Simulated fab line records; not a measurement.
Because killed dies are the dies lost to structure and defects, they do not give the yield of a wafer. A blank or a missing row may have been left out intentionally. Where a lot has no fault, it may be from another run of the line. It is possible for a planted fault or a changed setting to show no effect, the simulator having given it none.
fab line records	flow n5-finfet
record: lots: 7	wafers: 21
route steps=1938 shown WELL_APT@21 FIN_CUT@154 DUMMY_GATE@228 SD_EPI_N@288 SD_EPI_P@295 SD_ACTIVATION@330 SDB@369 HKMG_FIN@386
start-h: the number of hours between the record's first day and the start of the first shown wafer of the lot	wait-h: how many hours have passed since the lot's step before this one	" the same as in the row above	L1.1+2: several wafers, shown together as one row	- either no value or no given start	* or withheld: withheld	< > ~ a bound
route shown NAME@n: names a module that has steps shown in the file, with the first one's number in the route	usual: mean/standard deviation of fault-free wafers	same: alike in all rows	chamber/n: place in a boat	sites: the reading at each site	_std_site: how widely they spread, as a standard deviation	_edge_site: inner sites' mean taken away from outer sites' mean	radius-mm: for every site, how far away it sits from the centre of the wafer	mask NAME#n: copy n	behind: the last tool/chamber to shape the wafer	hold: what put the lot on hold/how long, in hours/how the hold closed	device: the transistor (n, p or np) that didn't switch	end of line: the route-end tests of the same wafers	step lacking rows: just its recipe	killed: dies that structure and defects cost at the first sort, which is not the same as the wafer's yield	map: dies across one wafer; x = killed, . = not, _ = none there
set.NAME: the setting that was run; set.NAME@STEP: the one run at that earlier step	model.NAME: the simulator's own value behind a step, which no gauge read
lots whose settings were changed on purpose; a table a step, a row a wafer
== steps ==
step: N5_WELL_APT_COAT_02
recipe: spin-rpm: 1357	resist-thk-nm: 950
lot.wafer	tool	chamber	start-h	wait-h	set.spin-rpm	model.coat_of_WELL_APT_COAT_02.thk-nm
L074.1	litho-track-01	0	-	-	1498	901.1
L074.2	"	0	"	"	1498	905.7
L074.4	"	0	"	"	1357	950.5
L075.3	litho-track-01	0	-	-	1357	954.6
L075.4	"	0	"	"	1357	953.1
L075.5	"	0	"	"	1357	953.3
L076.1	litho-track-03	0	-	-	1357	945
L076.4	"	0	"	"	1357	949.9
L076.5	"	0	"	"	1357	947.6
L077.1	litho-track-02	0	-	-	1357	953.5
L077.3	"	0	"	"	1357	951.5
L077.6	"	0	"	"	1357	952.7
L080.4	litho-track-01	0	-	-	1422	929.9
L080.5	"	0	"	"	1357	953.5
L080.6	"	0	"	"	1357	952.9
L083.1	litho-track-02	0	-	-	1451	917.6
L083.2	"	0	"	"	1357	951.8
L083.6	"	0	"	"	1451	920.6
L090.4	litho-track-03	0	-	-	1465	919.4
L090.5	"	0	"	"	1357	953
L090.6	"	0	"	"	1357	952.4
step: N5_FIN_CUT_COAT_18
recipe: resist: SOC	temp-c: 250	time-s: 60	spin-rpm: 1500	resist-thk-nm: 230
lot.wafer	tool	chamber	start-h	wait-h	set.spin-rpm	model.SOC_of_FIN_CUT_COAT_18.thk-nm
L074.1	litho-track-01	0	26.53	0.0	1500	229.6
L074.2+4	"	0	"	"	1500	230.2
L075.3	litho-track-03	0	34.53	0.0	1500	229
L075.4	"	0	"	"	1599	221.6
L075.5	"	0	"	"	1599	222.8
L076.1	litho-track-05	0	38.61	0.0	1397	239.4
L076.4	"	0	"	"	1500	230.6
L076.5	"	0	"	"	1397	239.2
L077.1	litho-track-05	0	44.94	0.0	1500	230.8
L077.3	"	0	"	"	1500	230.2
L077.6	"	0	"	"	1500	231.2
L080.4	litho-track-03	0	64.21	0.0	1500	230.4
L080.5	"	0	"	"	1438	234.8
L080.6	"	0	"	"	1500	229.2
L083.1	litho-track-01	0	80.44	0.0	1654	218.2
L083.2	"	0	"	"	1654	219
L083.6	"	0	"	"	1500	230
L090.4	litho-track-03	0	122.09	0.0	1619	221.6
L090.5	"	0	"	"	1500	229.2
L090.6	"	0	"	"	1619	221
step: N5_FIN_CUT_EXPOSE_05
recipe: mask-id: FIN_CUT	na: 0.33	source-shape: annular	sigma-inner: 0.35	sigma-outer: 0.8	polarization: unpolarized	dose-mj: 45.75
lot.wafer	tool	chamber	start-h	wait-h	mask	set.dose-mj
L074.1+2+4	euv-scanner-02	0	26.66	-	FIN_CUT#0	46.69
L075.3	euv-scanner-02	0	34.68	-	FIN_CUT#0	45.75
L075.4+5	"	0	"	"	FIN_CUT#0	47.87
L076.1	euv-scanner-02	0	38.75	-	FIN_CUT#0	45.75
L076.4+5	"	0	"	"	FIN_CUT#0	44.3
L077.1+3+6	euv-scanner-02	0	45.10	-	FIN_CUT#0	45.75
L080.4+5+6	euv-scanner-02	0	64.49	-	FIN_CUT#0	45.75
L083.1	euv-scanner-02	0	80.71	-	FIN_CUT#0	45.75
L083.2+6	"	0	"	"	FIN_CUT#0	43.8
L090.4+5	euv-scanner-01	0	122.25	-	FIN_CUT#0	45.75
L090.6	"	0	"	"	FIN_CUT#0	48.86
step: N5_FIN_CUT_PEB_06
recipe: peb-temp-c: 100	peb-time-s: 60	resist: CAR-EUV
step: N5_FIN_CUT_DEVELOP_07
recipe: develop-time-s: 30	developer: TMAH	resist: CAR-EUV	rinse-liquid: surfactant-rinse	dry: air-spin	dev-temp-c: 23
step: N5_FIN_CUT_CD_MEAS_08
recipe: target-cd-nm: 29.1	landing-energy-ev: 500	detector: se-inlens	polarity: opening
usual: cd-nm: 29.05/0.24
lot.wafer	tool	chamber	start-h	wait-h	set.dose-mj@FIN_CUT_EXPOSE_05	cd-nm
L074.1	cd-sem-01	0	26.80	-	46.69	28.93
L074.2	"	0	"	"	46.69	29.17
L074.4	"	0	"	"	46.69	29.49
L075.3	cd-sem-03	0	34.80	-	45.75	28.68
L075.4	"	0	"	"	47.87	29.80
L075.5	"	0	"	"	47.87	30.11
L076.1	cd-sem-03	0	38.88	-	45.75	29.43
L076.4	"	0	"	"	44.3	28.47
L076.5	"	0	"	"	44.3	28.16
L077.1	cd-sem-01	0	45.24	-	45.75	28.78
L077.3	"	0	"	"	45.75	29.04
L077.6	"	0	"	"	45.75	29.03
L080.4	cd-sem-02	0	64.61	-	45.75	29.54
L080.5	"	0	"	"	45.75	28.99
L080.6	"	0	"	"	45.75	28.98
L083.1	cd-sem-03	0	80.84	-	45.75	29.26
L083.2	"	0	"	"	43.8	28.52
L083.6	"	0	"	"	43.8	28.72
L090.4	cd-sem-03	0	122.37	-	45.75	28.96
L090.5	"	0	"	"	45.75	29.15
L090.6	"	0	"	"	48.86	30.01
step: N5_FIN_CUT_DESCUM_13
recipe: chemistry: O2	time-s: 7	source-power-w: 50	bias-power-w: 20	pressure-mtorr: 20	rf-frequency-hz: 2.712e+07	temp-c: 40	resist: CAR-EUV	o2-flow-sccm: 225
step: N5_FIN_CUT_ETCH_30
recipe: chemistry: N2/H2	target: underlayer	target-depth-a: 130	mask-material: CAR-EUV	time-s: 10.4	ion-energy-ev: 200	pressure-mtorr: 30	source-w: 840	bias-w: 150	n2-flow-sccm: 200	h2-flow-sccm: 200	ends: cleared
lot.wafer	tool	chamber	start-h	wait-h	set.dose-mj@FIN_CUT_EXPOSE_05	model.FIN_CUT.cd-offset-nm
L074.1+2	rie-diel-06	1,0	27.07	0.0	46.69	0.2
L074.4	"	0	"	"	46.69	0.4
L075.3	rie-diel-03	0	34.96	0.0	45.75	-0.2
L075.4	"	3	"	"	47.87	0.6
L075.5	"	0	"	"	47.87	0.8
L076.1	rie-diel-06	2	39.04	0.0	45.75	-0.2
L076.4	"	1	"	"	44.3	-0.4
L076.5	"	1	"	"	44.3	-0.6
L077.1	rie-diel-06	0	45.75	0.0	45.75	-0.2
L077.3	"	3	"	"	45.75	0.2
L077.6	"	2	"	"	45.75	0
L080.4+5	rie-diel-04	2,1	64.88	0.0	45.75	-0.2
L080.6	"	2	"	"	45.75	0
L083.1	rie-diel-04	3	81.00	0.0	45.75	-0.2
L083.2+6	"	1,3	"	"	43.8	-0.8
L090.4+5	rie-diel-04	2	122.52	0.0	45.75	-0.2
L090.6	"	3	"	"	48.86	1
step: N5_FIN_CUT_ETCH_20
recipe: chemistry: CF4	target: SiARC	target-depth-a: 260	mask-material: CAR-EUV	time-s: 43.3	ion-energy-ev: 80	pressure-mtorr: 40	source-w: 545	bias-w: 36	Ar_flow_sccm: 100	cf4-flow-sccm: 100	ends: cleared
lot.wafer	tool	chamber	start-h	wait-h	set.dose-mj@FIN_CUT_EXPOSE_05	model.FIN_CUT.cd-offset-nm
L074.1+4	rie-diel-06	1,0	27.09	0.0	46.69	0.2
L074.2	"	0	"	"	46.69	0
L075.3	rie-diel-03	0	34.98	0.0	45.75	-0.2
L075.4	"	3	"	"	47.87	0.4
L075.5	"	0	"	"	47.87	0.6
L076.1	rie-diel-06	2	39.06	0.0	45.75	-0.2
L076.4	"	1	"	"	44.3	-0.4
L076.5	"	1	"	"	44.3	-0.8
L077.1	rie-diel-06	0	45.77	0.0	45.75	-0.4
L077.3	"	3	"	"	45.75	0
L077.6	"	2	"	"	45.75	-0.2
L080.4+5+6	rie-diel-04	2,1,2	64.90	0.0	45.75	-0.2
L083.1	rie-diel-04	3	81.02	0.0	45.75	-0.2
L083.2+6	"	1,3	"	"	43.8	-0.8
L090.4+5	rie-diel-04	2	122.54	0.0	45.75	0.2
L090.6	"	3	"	"	48.86	1.2
step: N5_FIN_CUT_ETCH_21
recipe: chemistry: N2/H2	target: SOC	target-depth-a: 2190	overetch-a: 438	mask-material: SiARC	temp-c: 40	ion-energy-ev: 100	bias-w: 61	time-s: 523.5	pressure-mtorr: 30	source-w: 850	n2-flow-sccm: 200	h2-flow-sccm: 200
lot.wafer	tool	chamber	start-h	wait-h	set.spin-rpm@FIN_CUT_COAT_18	model.etch.depth-nm
L074.1	rie-diel-06	1	27.13	0.0	1500	229.6
L074.2	"	0	"	"	1500	230.2
L074.4	"	0	"	"	1500	230.3
L075.3	rie-diel-03	0	35.02	0.0	1500	229
L075.4	"	3	"	"	1599	221.7
L075.5	"	0	"	"	1599	222.8
L076.1	rie-diel-06	2	39.10	0.0	1397	239.3
L076.4	"	1	"	"	1500	230.5
L076.5	"	1	"	"	1397	239.2
L077.1	rie-diel-06	0	45.81	0.0	1500	230.7
L077.3	"	3	"	"	1500	230.2
L077.6	"	2	"	"	1500	231.2
L080.4	rie-diel-04	2	64.94	0.0	1500	230.4
L080.5	"	1	"	"	1438	234.8
L080.6	"	2	"	"	1500	229.3
L083.1	rie-diel-04	3	81.06	0.0	1654	218.1
L083.2	"	1	"	"	1654	218.9
L083.6	"	3	"	"	1500	230.1
L090.4	rie-diel-04	2	122.58	0.0	1619	221.5
L090.5	"	2	"	"	1500	229.3
L090.6	"	3	"	"	1619	221.1
step: N5_DUMMY_GATE_EXPOSE_12
recipe: mask-id: GATE	na: 0.33	source-shape: annular	sigma-inner: 0.2	sigma-outer: 0.6	polarization: unpolarized	target-cd-nm: 25	dose-mj: 34
lot.wafer	tool	chamber	start-h	wait-h	mask	set.dose-mj
L074.1+2+4	euv-scanner-02	0	48.10	-	GATE#0	34
L075.3+4+5	euv-scanner-01	0	57.44	-	GATE#0	34
L076.1+4	euv-scanner-01	0	57.47	-	GATE#0	34
L076.5	"	0	"	"	GATE#0	31.86
L077.1+3+6	euv-scanner-01	0	68.99	-	GATE#0	34
L080.4+6	euv-scanner-02	0	90.78	-	GATE#0	34
L080.5	"	0	"	"	GATE#0	32.07
L083.1+6	euv-scanner-01	0	101.10	-	GATE#0	34
L083.2	"	0	"	"	GATE#0	32.76
L090.4+5	euv-scanner-01	0	141.55	-	GATE#0	34
L090.6	"	0	"	"	GATE#0	35.63
step: N5_DUMMY_GATE_PEB_13
recipe: peb-temp-c: 100	peb-time-s: 60	resist: CAR-EUV
step: N5_DUMMY_GATE_DEVELOP_14
recipe: develop-time-s: 30	developer: TMAH	resist: CAR-EUV	rinse-liquid: surfactant-rinse	dry: air-spin	dev-temp-c: 23
step: N5_DUMMY_GATE_CD_MEAS_15
recipe: target-cd-nm: 25.8	landing-energy-ev: 500	detector: se-inlens
usual: cd-nm: 25.03/0.25
lot.wafer	tool	chamber	start-h	wait-h	set.dose-mj@DUMMY_GATE_EXPOSE_12	cd-nm
L074.1	cd-sem-03	0	48.23	-	34	25.23
L074.2	"	0	"	"	34	24.99
L074.4	"	0	"	"	34	25.29
L075.3	cd-sem-01	0	57.56	-	34	24.65
L075.4	"	0	"	"	34	24.98
L075.5	"	0	"	"	34	24.98
L076.1	cd-sem-03	0	57.60	-	34	24.67
L076.4	"	0	"	"	34	25.00
L076.5	"	0	"	"	31.86	26.15
L077.1	cd-sem-01	0	69.12	-	34	24.74
L077.3	"	0	"	"	34	24.83
L077.6	"	0	"	"	34	25.04
L080.4	cd-sem-01	0	90.90	-	34	24.91
L080.5	"	0	"	"	32.07	26.46
L080.6	"	0	"	"	34	24.88
L083.1	cd-sem-02	0	101.23	-	34	25.24
L083.2	"	0	"	"	32.76	25.85
L083.6	"	0	"	"	34	25.29
L090.4	cd-sem-01	0	141.67	-	34	24.95
L090.5	"	0	"	"	34	25.32
L090.6	"	0	"	"	35.63	24.38
step: N5_DUMMY_GATE_STRIP_38
recipe: chemistry: N2/H2	temp-c: 40	n2-flow-sccm: 200	h2-flow-sccm: 200	rf-frequency-hz: 6e+07
step: N5_DUMMY_GATE_STRIP_39
recipe: chemistry: N2/H2	temp-c: 40	n2-flow-sccm: 200	h2-flow-sccm: 200	rf-frequency-hz: 6e+07
step: N5_DUMMY_GATE_TRIM_49
recipe: chemistry: O2	resist: SOC	time-s: 29	target-cd-nm: 14	source-power-w: 300	bias-power-w: 0	O2_flow_sccm: 100	temp-c: 20
lot.wafer	tool	chamber	start-h	wait-h	set.dose-mj@DUMMY_GATE_EXPOSE_12	model.DUMMY_GATE.cd-nm
L074.1	rie-si-02	1	48.67	0.0	34	14.2
L074.2+4	"	0,2	"	"	34	14
L075.3	rie-si-03	2	57.91	0.0	34	13.2
L075.4	"	1	"	"	34	14
L075.5	"	3	"	"	34	13.6
L076.1	rie-si-04	0	57.96	0.0	34	14
L076.4	"	2	"	"	34	13.6
L076.5	"	3	"	"	31.86	15.4
L077.1+3+6	rie-si-04	2,1,1	69.49	0.0	34	13.6
L080.4	rie-si-02	1	91.25	0.0	34	14.2
L080.5	"	2	"	"	32.07	15.8
L080.6	"	1	"	"	34	14
L083.1	rie-si-03	2	101.68	0.0	34	13.8
L083.2	"	0	"	"	32.76	14.6
L083.6	"	0	"	"	34	14
L090.4	rie-si-04	1	142.02	0.0	34	13.4
L090.5	"	3	"	"	34	14.2
L090.6	"	0	"	"	35.63	13.2
step: N5_SD_EPI_N_EPI_21
recipe: material: Si:P	dopant: P	temp-c: 680	pressure-torr: 255	time-s: 690
lot.wafer	tool	chamber	start-h	wait-h	set.temp-c	model.Si-P_of_SD_EPI_N_EPI_21.thk-nm
L074.1	epi-rpcvd-04	0	53.17	0.1	684	63.4
L074.2+4	"	0	"	"	680	59.6
L076.1	epi-rpcvd-02	0	62.20	0.2	680	58.4
L076.4	"	0	63.32	1.2	680	59.4
L076.5	"	0	"	"	680	59
L075.3	epi-rpcvd-01	0	62.34	0.7	680	58.6
L075.4	"	0	"	"	680	58.2
L075.5	"	0	"	"	677.7	56.2
L077.1	epi-rpcvd-04	0	73.49	0.2	680	58.6
L077.3	"	0	74.49	1.1	680	58.4
L077.6	"	0	75.98	2.5	680	58.2
L080.4	epi-rpcvd-01	0	96.83	0.9	680	58.2
L080.5	"	0	"	"	680	58.6
L080.6	"	0	"	"	680	58.4
L083.1+6	epi-rpcvd-01	0	105.55	0.1	680	58.8
L083.2	"	0	"	"	680	59.2
L090.4	epi-rpcvd-01	0	146.64	0.9	680	58.6
L090.5	"	0	"	"	677.2	55.2
L090.6	"	0	"	"	677.2	55.8
step: N5_SD_EPI_P_COAT_34
recipe: resist: SOC	temp-c: 250	time-s: 60	spin-rpm: 1500	resist-thk-nm: 350
lot.wafer	tool	chamber	start-h	wait-h	set.spin-rpm	model.SOC_of_SD_EPI_P_COAT_34.thk-nm
L074.1	litho-track-04	0	55.49	0.0	1500	350.8
L074.2	"	0	"	"	1500	351.8
L074.4	"	0	"	"	1385	365.4
L075.3	litho-track-01	0	64.12	0.0	1500	349.6
L075.4	"	0	"	"	1500	349.4
L075.5	"	0	"	"	1500	350
L076.1	litho-track-04	0	65.13	0.0	1500	351.2
L076.4	"	0	"	"	1500	350.4
L076.5	"	0	"	"	1560	344.2
L077.1	litho-track-01	0	77.10	0.0	1500	352.2
L077.3	"	0	"	"	1500	350.8
L077.6	"	0	"	"	1500	351.4
L080.4	litho-track-05	0	98.75	0.0	1500	350.2
L080.5	"	0	"	"	1500	349.8
L080.6	"	0	"	"	1500	350.6
L083.1	litho-track-04	0	108.08	0.0	1500	350.8
L083.2	"	0	"	"	1410	360.8
L083.6	"	0	"	"	1410	360.6
L090.4+5	litho-track-05	0	148.80	0.0	1500	351
L090.6	"	0	"	"	1500	351.6
step: N5_SD_EPI_P_COAT_35
recipe: resist: SiARC	temp-c: 220	time-s: 60	spin-rpm: 1500	resist-thk-nm: 35
step: N5_SD_EPI_P_COAT_03
recipe: resist: CAR-ArF-block	spin-rpm: 1500	resist-thk-nm: 150
step: N5_SD_ACTIVATION_RTA_00
recipe: temp-c: 975	time-s: 0	ambient: N2	idle-temp-c: 600	ramp-up-c-per-s: 150	ramp-down-c-per-s: 60	cool-to-c: 600
step: N5_SD_ACTIVATION_LSA_01
recipe: temp-c: 1080	time-s: 0.0008	ambient: N2
step: N5_SD_ACTIVATION_RS_MEAS_03
recipe: thk-meas-gauge: four-point-probe
usual: RS_SD_N: 21.96/0.26	RS_SD_P: 56.0/1
lot.wafer	tool	chamber	start-h	wait-h	set.temp-c@SD_EPI_N_EPI_21	RS_SD_N[ohm/sq]	RS_SD_P[ohm/sq]
L074.1	film-metro-02	-	60.94	0.2	684	20.50	55.6
L074.2	"	-	"	"	680	21.73	56.2
L074.4	"	-	"	"	680	21.70	55.6
L075.3	film-metro-01	-	69.02	0.2	680	21.92	57.1
L075.4	"	-	"	"	680	21.97	57.6
L075.5	"	-	"	"	677.7	23.17	56.8
L076.1	film-metro-01	-	70.79	0.2	680	22.23	56.6
L076.4	"	-	"	"	680	21.72	56.0
L076.5	"	-	"	"	680	21.86	56.0
L077.1	film-metro-02	-	84.03	0.2	680	22.10	56.7
L077.3	"	-	"	"	680	22.32	55.8
L077.6	"	-	"	"	680	22.27	54.8
L080.4	film-metro-02	-	103.34	0.1	680	22.13	54.8
L080.5	"	-	"	"	680	22.01	55.3
L080.6	"	-	"	"	680	21.98	55.2
L083.1	film-metro-02	-	112.58	0.2	680	21.96	55.9
L083.2	"	-	"	"	680	21.95	55.9
L083.6	"	-	"	"	680	21.94	56.1
L090.4	film-metro-01	-	153.55	0.1	680	22.02	53.2
L090.5	"	-	"	"	677.2	23.29	54.1
L090.6	"	-	"	"	677.2	23.03	54.2
step: N5_SDB_CUT_ETCH_26
recipe: chemistry: HBr/Cl2/O2	target: Si	target-depth-a: 1296	bt-time-s: 20	mask-material: SiNx	time-s: 51.8	ion-energy-ev: *	bias-w: *	pressure-mtorr: 10	icp-w: 800	HBr_flow_sccm: 150	Cl2_flow_sccm: 80	O2_flow_sccm: 12
lot.wafer	tool	chamber	start-h	wait-h	set.icp-w	model.etch.depth-nm
L074.1	rie-si-05	0	69.02	0.1	800	129.4
L074.2	"	1	"	"	855.9	131.8
L074.4	"	3	"	"	800	127.5
L075.3	rie-si-01	3	77.64	0.1	905.7	141.2
L075.4	"	2	"	"	800	126.5
L075.5	"	3	"	"	905.7	139.7
L076.1	rie-si-05	3	78.67	0.1	800	128.1
L076.4	"	1	"	"	800	126.6
L076.5	"	0	"	"	800	127.8
L077.1	rie-si-05	2	91.70	0.1	800	132.6
L077.3	"	1	"	"	800	128.4
L077.6	"	0	"	"	800	130.9
L080.4	rie-si-06	0	111.08	0.0	800	128.3
L080.5	"	3	"	"	800	130.7
L080.6	"	2	"	"	846.7	134.4
L083.1	rie-si-05	2	120.70	0.1	699	125
L083.2	"	3	"	"	699	121.7
L083.6	"	0	"	"	800	130.1
L090.4+6	rie-si-01	1	161.60	0.1	903.5	136.3
L090.5	"	0	"	"	800	132.6
step: N5_HKMG_FIN_HK_ALD_01
recipe: material: HfO2	target-thk-a: 16	temp-c: withheld	ald-precursor-family: HfCl4	ald-co-reactant: H2O	pulse-time-s: 3	purge-time-s: 3	co-reactant-purge-time-s: 2.5	co-reactant-pulse-time-s: 0.3	ald-cycles: 30
lot.wafer	tool	chamber	start-h	wait-h	set.ald-cycles
L074.1+4	ald-hk-01	3,0	72.88	0.0	30
L074.2	"	2	"	"	25
L075.3+4	ald-hk-01	0,1	81.46	0.0	30
L075.5	"	0	"	"	27
L076.1	ald-hk-02	0	82.50	0.0	30
L076.4+5	"	1	"	"	28
L077.1+3+6	ald-hk-01	2,0,1	96.39	0.0	30
L080.4+6	ald-hk-01	0	114.91	0.0	32
L080.5	"	1	"	"	30
L083.1	ald-hk-03	1	124.82	0.0	28
L083.2+6	"	3,1	"	"	30
L090.4+6	ald-hk-02	1,2	165.43	0.0	30
L090.5	"	1	"	"	28
== key ==
split: step: N5_WELL_APT_COAT_02	setting: spin-rpm	stated: 1357	by: wafer
response: step: N5_WELL_APT_COAT_02	reading: model.coat_of_WELL_APT_COAT_02.thk-nm	change: -4.51	per: 1%	r: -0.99
split: step: N5_FIN_CUT_COAT_18	setting: spin-rpm	stated: 1500	by: wafer
response: step: N5_FIN_CUT_COAT_18	reading: model.SOC_of_FIN_CUT_COAT_18.thk-nm	change: -1.1	per: 1%	r: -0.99
response: step: N5_FIN_CUT_ETCH_21	reading: model.etch.depth-nm	change: -1.11	per: 1%	r: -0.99
split: step: N5_FIN_CUT_EXPOSE_05	setting: dose-mj	stated: 45.75	by: wafer
response: step: N5_FIN_CUT_CD_MEAS_08	reading: cd-nm	change: +0.194	per: 1%	r: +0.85
response: step: N5_FIN_CUT_ETCH_30	reading: model.FIN_CUT.cd-offset-nm	change: +0.165	per: 1%	r: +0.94
response: step: N5_FIN_CUT_ETCH_20	reading: model.FIN_CUT.cd-offset-nm	change: +0.145	per: 1%	r: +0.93
split: step: N5_DUMMY_GATE_EXPOSE_12	setting: dose-mj	stated: 34	by: wafer
response: step: N5_DUMMY_GATE_CD_MEAS_15	reading: cd-nm	change: -0.212	per: 1%	r: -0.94
response: step: N5_DUMMY_GATE_TRIM_49	reading: model.DUMMY_GATE.cd-nm	change: -0.233	per: 1%	r: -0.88
split: step: N5_SD_EPI_N_EPI_21	setting: temp-c	stated: 680	by: wafer
response: step: N5_SD_EPI_N_EPI_21	reading: model.Si-P_of_SD_EPI_N_EPI_21.thk-nm	change: +6.76	per: 1%	r: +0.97
response: step: N5_SD_ACTIVATION_RS_MEAS_03	reading: RS_SD_N	change: -2.53	per: 1%	r: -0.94
split: step: N5_SD_EPI_P_COAT_34	setting: spin-rpm	stated: 1500	by: wafer
response: step: N5_SD_EPI_P_COAT_34	reading: model.SOC_of_SD_EPI_P_COAT_34.thk-nm	change: -1.75	per: 1%	r: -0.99
split: step: N5_SDB_CUT_ETCH_26	setting: icp-w	stated: 800	by: wafer
response: step: N5_SDB_CUT_ETCH_26	reading: model.etch.depth-nm	change: +0.633	per: 1%	r: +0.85
split: step: N5_HKMG_FIN_HK_ALD_01	setting: ald-cycles	stated: 30	by: wafer
response none in this file
